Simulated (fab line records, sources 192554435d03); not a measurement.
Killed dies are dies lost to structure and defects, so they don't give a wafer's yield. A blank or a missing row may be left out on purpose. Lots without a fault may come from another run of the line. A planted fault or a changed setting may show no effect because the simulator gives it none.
Which tool did it? | flow n5_finfet | 10 lots, 30 wafers sampled, at 5 steps of a route of 1938

WHAT THE GAUGES READ, wafer by wafer
N5_BEOL_M15_OVL_MEAS_11. Usual: V14_OVL 3 nm, standard deviation 3.9.
lot  | measured     | on         | V14_OVL (nm) | flag
L722 | day 11 20:00 | overlay-02 | 0 4 3        |
L723 | day 11 21:05 | overlay-02 | 4 6 6        |
L724 | day 12 01:40 | overlay-02 | 7 7 3        |
L725 | day 12 11:06 | overlay-01 | 43 47 43     | OFF
L728 | day 13 13:34 | overlay-02 | -1 1 0       |
L729 | day 13 23:31 | overlay-01 | 44 45 47     | OFF
L736 | day 15 05:43 | overlay-01 | 6 3 7        |
L740 | day 16 06:59 | overlay-02 | 6 6 6        |
L737 | day 16 08:33 | overlay-02 | 1 5 2        |
L743 | day 17 11:38 | overlay-01 | 9 -1 4       |

WHICH TOOL RAN EACH LOT (tool, then ch and the chambers of the sampled wafers, then the start)
lot  | N5_BEOL_M14_SPUTTER_44       | N5_BEOL_M14_SPUTTER_45       | N5_BEOL_M15_ILD_DEP_00          | N5_BEOL_M15_EXPOSE_07
L722 | pvd_sputter-03, day 11 18:07 | pvd_sputter-03, day 11 18:12 | pecvd-02 ch 0,1,2, day 11 19:17 | krf_scanner-01 ch 0, day 11 19:48
L723 | pvd_sputter-01, day 11 18:40 | pvd_sputter-01, day 11 18:44 | pecvd-02 ch 0,1,2, day 11 20:31 | krf_scanner-01 ch 0, day 11 20:53
L724 | pvd_sputter-01, day 11 23:55 | pvd_sputter-01, day 11 23:59 | pecvd-04 ch 1,2, day 12 01:05   | krf_scanner-01 ch 0, day 12 01:28
L725 | pvd_sputter-03, day 12 09:08 | pvd_sputter-03, day 12 09:13 | pecvd-02 ch 0,2, day 12 10:31   | krf_scanner-01 ch 0, day 12 10:53
L728 | pvd_sputter-03, day 13 10:45 | pvd_sputter-03, day 13 10:50 | pecvd-03 ch 0,2, day 13 12:59   | krf_scanner-02 ch 0, day 13 13:22
L729 | pvd_sputter-03, day 13 21:17 | pvd_sputter-03, day 13 21:22 | pecvd-03 ch 1,2, day 13 22:49   | krf_scanner-01 ch 0, day 13 23:19
L736 | pvd_sputter-02, day 15 03:16 | pvd_sputter-02, day 15 03:20 | pecvd-04 ch 0, day 15 04:55     | krf_scanner-02 ch 0, day 15 05:31
L740 | pvd_sputter-01, day 16 05:14 | pvd_sputter-01, day 16 05:19 | pecvd-04 ch 0,2, day 16 06:24   | krf_scanner-02 ch 0, day 16 06:47
L737 | pvd_sputter-01, day 16 06:48 | pvd_sputter-01, day 16 06:53 | pecvd-04 ch 0,1,2, day 16 07:58 | krf_scanner-02 ch 0, day 16 08:21
L743 | pvd_sputter-03, day 17 09:35 | pvd_sputter-03, day 17 09:40 | pecvd-03 ch 0,1, day 17 10:46   | krf_scanner-02 ch 0, day 17 11:25
- N5_BEOL_M14_SPUTTER_44: material Ta, target thk 15 nm, time 24.19 s.
- N5_BEOL_M14_SPUTTER_45: material Cu, target thk 100 nm, time 16.67 s.
- N5_BEOL_M15_ILD_DEP_00: deposits SiO2 from TEOS/O2, target thk 1629.3 nm, time 346.1 s.
- N5_BEOL_M15_EXPOSE_07: exposes mask V14.

WHAT THE TOOLS THEMSELVES READ (means of the sampled wafers that have a number; where no wafer has one, the mark that the record gives instead)
N5_BEOL_M14_SPUTTER_44. Usual: substrate_temp_c 50.00 C, standard deviation 0.11; throttle_valve_pct 30.1 %, standard deviation 1.3.
lot  | tool           | substrate_temp_c (C) | throttle_valve_pct (%) | flag
L722 | pvd_sputter-03 | 49.90                | 30.8                   |
L723 | pvd_sputter-01 | 49.93                | 29.3                   |
L724 | pvd_sputter-01 | 49.99                | 30.2                   |
L725 | pvd_sputter-03 | 50.03                | 30.2                   |
L728 | pvd_sputter-03 | 50.09                | 31.0                   |
L729 | pvd_sputter-03 | 49.98                | 29.3                   |
L736 | pvd_sputter-02 | 49.93                | 30.9                   |
L740 | pvd_sputter-01 | 49.91                | 30.7                   |
L737 | pvd_sputter-01 | 49.90                | 30.9                   |
L743 | pvd_sputter-03 | 49.95                | 29.6                   |

N5_BEOL_M14_SPUTTER_45. Usual: substrate_temp_c -20.01 C, standard deviation 0.11; throttle_valve_pct 30.1 %, standard deviation 1.3.
lot  | tool           | substrate_temp_c (C) | throttle_valve_pct (%) | flag
L722 | pvd_sputter-03 | -20.00               | 30.9                   |
L723 | pvd_sputter-01 | -19.95               | 29.4                   |
L724 | pvd_sputter-01 | -20.10               | 30.1                   |
L725 | pvd_sputter-03 | -20.01               | 29.9                   |
L728 | pvd_sputter-03 | -19.96               | 30.9                   |
L729 | pvd_sputter-03 | -19.96               | 29.4                   |
L736 | pvd_sputter-02 | -19.94               | 30.9                   |
L740 | pvd_sputter-01 | -19.98               | 30.6                   |
L737 | pvd_sputter-01 | -20.02               | 31.0                   |
L743 | pvd_sputter-03 | -20.04               | 29.5                   |

N5_BEOL_M15_ILD_DEP_00. Usual: chamber_pressure_Torr 6.500 Torr, standard deviation 0.013; heater_power_w 557 W, standard deviation 150; showerhead_plenum_p_Torr 8.35 Torr, standard deviation 0.038; showerhead_vpp_V 1859 V, standard deviation 82; throttle_valve_pct 18.8 %, standard deviation 0.84.
lot  | tool     | chamber_pressure_Torr (Torr) | heater_power_w (W) | showerhead_plenum_p_Torr (Torr) | showerhead_vpp_V (V) | throttle_valve_pct (%) | flag
L722 | pecvd-02 | 6.502                        | 537                | 8.38                            | 1872                 | 18.3                   |
L723 | pecvd-02 | 6.522                        | 487                | 8.38                            | 1860                 | 18.3                   |
L724 | pecvd-04 | 6.498                        | 654                | 8.38                            | 1841                 | 18.1                   |
L725 | pecvd-02 | 6.501                        | 453                | 8.38                            | 1857                 | 18.1                   |
L728 | pecvd-03 | 6.508                        | 371                | 8.30                            | 1807                 | 19.4                   |
L729 | pecvd-03 | 6.497                        | 564                | 8.36                            | 1819                 | 19.3                   |
L736 | pecvd-04 | 6.491                        | 682                | 8.36                            | 1959                 | 18.1                   |
L740 | pecvd-04 | 6.508                        | 642                | 8.36                            | 1895                 | 17.8                   |
L737 | pecvd-04 | 6.502                        | 705                | 8.36                            | 1914                 | 18.5                   |
L743 | pecvd-03 | 6.488                        | 480                | 8.30                            | 1801                 | 19.3                   |

N5_BEOL_M15_EXPOSE_07. Usual: reticle_temp_C 22.98 C, standard deviation 0.1.
lot  | tool           | reticle_temp_C (C) | flag
L722 | krf_scanner-01 | 22.96              |
L723 | krf_scanner-01 | 22.97              |
L724 | krf_scanner-01 | 22.88              |
L725 | krf_scanner-01 | 22.97              |
L728 | krf_scanner-02 | 22.86              |
L729 | krf_scanner-01 | 23.06              |
L736 | krf_scanner-02 | 22.95              |
L740 | krf_scanner-02 | 22.99              |
L737 | krf_scanner-02 | 22.99              |
L743 | krf_scanner-02 | 22.89              |

THE ANSWER, worked out from the rows above alone
Rule: a lot is off if the mean of its wafers that have a number lies more than 3 standard deviations from the usual mean. A lot without any number at a reading at which 4 lots or more have one is off too. The other lots that the step has rows for count as sound. The gauges are gone through in route order, then the tools' own readings, and for those a lot's mean is taken as printed above. The first step at which some lot is off is used, and at that step the reading that is off furthest; a lot without a number counts as furthest.
Off: L725, L729, at N5_BEOL_M15_OVL_MEAS_11 (V14_OVL).
A tool fits if, at a process step before that reading, it ran every lot that is off, and no sound lot after the first of them. The gauges at N5_BEOL_M15_OVL_MEAS_11 are tried like those tools. One fits: krf_scanner-01 at N5_BEOL_M15_EXPOSE_07. Its last sound lot is L724 (day 12 01:28), its first lot that is off L725 (day 12 10:53): a fault that began between those two fits.

WHAT THE SIMULATOR HAD PUT IN
Scanner matching overlay: krf_scanner-01, from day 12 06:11 on, at N5_BEOL_M15_EXPOSE_07. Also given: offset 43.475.
Lots struck among those shown: L725, L729. The rule above found the same.
